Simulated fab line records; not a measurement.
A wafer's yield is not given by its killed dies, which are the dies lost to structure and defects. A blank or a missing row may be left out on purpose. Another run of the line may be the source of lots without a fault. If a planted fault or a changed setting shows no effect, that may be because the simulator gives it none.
Struck lot and sound lot, side by side | flow nandHarc | 42 out of 1159 route steps
Sound: wafers L915.2, L915.4, L915.6. Wafers L927.1, L927.4, L927.6 were the ones struck. Last of all comes the cause.
Order at every step that has rows: each side's tool, ch and its chambers, its first start. Under that, the readings that differ: sound wafers | struck wafers | difference of the means | sigmas: that difference in standard deviations of wafers without a fault.
alike: same words and numbers on both sides, and readings whose means sit less than 2 such deviations apart. not compared: any withheld reading, any reading some wafer has no value for, any bound like >300 that may hide the same value, and any number with overlapping values for which the record gives no deviation.
The two part at a step that has a row with sigmas, a row that says differs or no value, or rows on one side only. Numbers that have no deviation but don't overlap get no sigmas and don't part them. Lack of a reading on every wafer of one side parts them only where that side has two or more wafers.

NHARC_P_GATE_STRIP_101: strips in O2, time 20 s.
  sound on rieDiel-10 ch 0,2, day 4 20:40; struck on rieDiel-10 ch 0,1,3, day 8 07:54
  alike: drypumpMotorCurrentA, mfcArSccm, oesProductAu, rfVppV, showerheadPlenumPTorr, throttleValvePct
  not compared: rfHoursCounterH
then, 11 steps without rows for these wafers: NHARC_P_GATE_PRECLEAN_97 (cleans in SPM, time 600 s); NHARC_P_GATE_SRD_98; NHARC_P_GATE_PRECLEAN_99 (cleans in SC1); NHARC_P_GATE_SRD_100; NHARC_P_GATE_DEHYDRATE_38 (time 120 s); NHARC_P_GATE_HMDS_39 (time 30 s); NHARC_P_GATE_COAT_40; NHARC_P_GATE_SOFTBAKE_41 (time 95 s); NHARC_P_GATE_EBR_42; NHARC_P_GATE_EXPOSE_43 (exposes mask P NSD, target cd 720 nm); NHARC_P_GATE_PEB_44 (peb time 85 s).
NHARC_P_GATE_DEVELOP_45: time 70 s.
  sound on lithoTrack-05 ch 0, day 4 21:00; struck on lithoTrack-05 ch 0, day 8 08:00
then, 1 step without rows for these wafers: NHARC_P_GATE_HARDBAKE_47 (time 80 s).
NHARC_P_GATE_DESCUM_48: chemistry O2, time 3 s.
  sound on rieDiel-12 ch 1,2, day 4 21:39; struck on rieDiel-12 ch 1,2,3, day 8 09:02
reading                | sound           | struck            | difference | sigmas
model.P_GATE.cdNm (nm) | 722.7 719.3 719 | 124.1 120.3 114.5 | -600.7     | 
  alike: drypumpMotorCurrentA, mfcArSccm, oesProductAu, rfVppV, showerheadPlenumPTorr, throttleValvePct
  not compared: rfHoursCounterH
then, 1 step without rows for these wafers: NHARC_P_GATE_IMPLANT_49.
NHARC_P_GATE_STRIP_111: strips in N2/H2, time 250 s.
  sound on plasmaAsher-02 ch 0,1, day 4 22:05; struck on plasmaAsher-01 ch 0,1, day 8 09:23
  alike: drypumpMotorCurrentA, heaterPowerW
  not compared: rfHoursCounterH
NHARC_P_GATE_STRIP_75: strips in O2.
  sound on plasmaAsher-02 ch 0,1, day 4 22:23; struck on plasmaAsher-01 ch 0,1, day 8 09:41
  alike: drypumpMotorCurrentA, heaterPowerW
  not compared: rfHoursCounterH
then, 12 steps without rows for these wafers: NHARC_P_GATE_STRIP_50 (strips in SPM, time 900 s); NHARC_P_GATE_DEHYDRATE_51 (time 120 s); NHARC_P_GATE_HMDS_52 (time 30 s); NHARC_P_GATE_COAT_53; NHARC_P_GATE_SOFTBAKE_54 (time 95 s); NHARC_P_GATE_EBR_55; NHARC_P_GATE_EXPOSE_56 (exposes mask P PSD, target cd 720 nm); NHARC_P_GATE_PEB_57 (peb time 85 s); NHARC_P_GATE_DEVELOP_58 (time 70 s); NHARC_P_GATE_HARDBAKE_60 (time 80 s); NHARC_P_GATE_DESCUM_61 (chemistry O2, time 3 s); NHARC_P_GATE_IMPLANT_62.
NHARC_P_GATE_STRIP_112: strips in N2/H2, time 200 s.
  sound on plasmaAsher-01 ch 1, day 4 23:45; struck on plasmaAsher-02 ch 0,1, day 8 11:09
reading          | sound    | struck   | difference | sigmas
heaterPowerW (W) | 82 80 82 | 94 94 89 | +11        | +2
  alike: drypumpMotorCurrentA
  not compared: rfHoursCounterH
NHARC_P_GATE_STRIP_76: strips in O2.
  sound on plasmaAsher-01 ch 1, day 4 23:59; struck on plasmaAsher-02 ch 0,1, day 8 11:25
reading          | sound       | struck      | difference | sigmas
heaterPowerW (W) | 303 309 301 | 347 355 332 | +40        | +2
  alike: drypumpMotorCurrentA
  not compared: rfHoursCounterH
then, 8 steps without rows for these wafers: NHARC_P_GATE_STRIP_63 (strips in SPM, time 900 s); NHARC_P_GATE_DEHYDRATE_83 (time 120 s); NHARC_P_GATE_HMDS_84 (time 30 s); NHARC_P_GATE_COAT_85; NHARC_P_GATE_SOFTBAKE_86 (time 95 s); NHARC_P_GATE_EBR_87; NHARC_P_GATE_EXPOSE_88 (exposes mask P HVN, target cd 2000 nm); NHARC_P_GATE_PEB_89 (peb time 85 s).
NHARC_P_GATE_DESCUM_93: chemistry O2, time 3 s.
  sound on rieDiel-10 ch 1,2, day 5 01:04; struck on rieDiel-12 ch 1,3, day 8 12:31
reading                | sound             | struck            | difference | sigmas
oesProductAu (a.u.)    | 1.038 1.019 1.036 | 0.985 0.996 0.988 | -0.041     | -2
model.P_GATE.cdNm (nm) | 1997 1997 1997    | 124.1 120.3 114.5 | -1877.4    | 
  alike: drypumpMotorCurrentA, mfcArSccm, rfVppV, showerheadPlenumPTorr, throttleValvePct
  not compared: rfHoursCounterH
-- break in the record here, with 14 days between the starts of the struck wafers on either side (left off in module P_GATE, picked up again in module END, where the first step shown is number 1159 on the route) --
NHARC_END_SORT_01:
  only the struck wafers appear in the record here, on prober-02 ch 0 at day 22 02:51; the sound ones have no rows

== WHERE THEY PART ==
Last at NHARC_END_SORT_01 as far as this record goes, first at NHARC_P_GATE_STRIP_112.

WHY: the cause the simulator had injected
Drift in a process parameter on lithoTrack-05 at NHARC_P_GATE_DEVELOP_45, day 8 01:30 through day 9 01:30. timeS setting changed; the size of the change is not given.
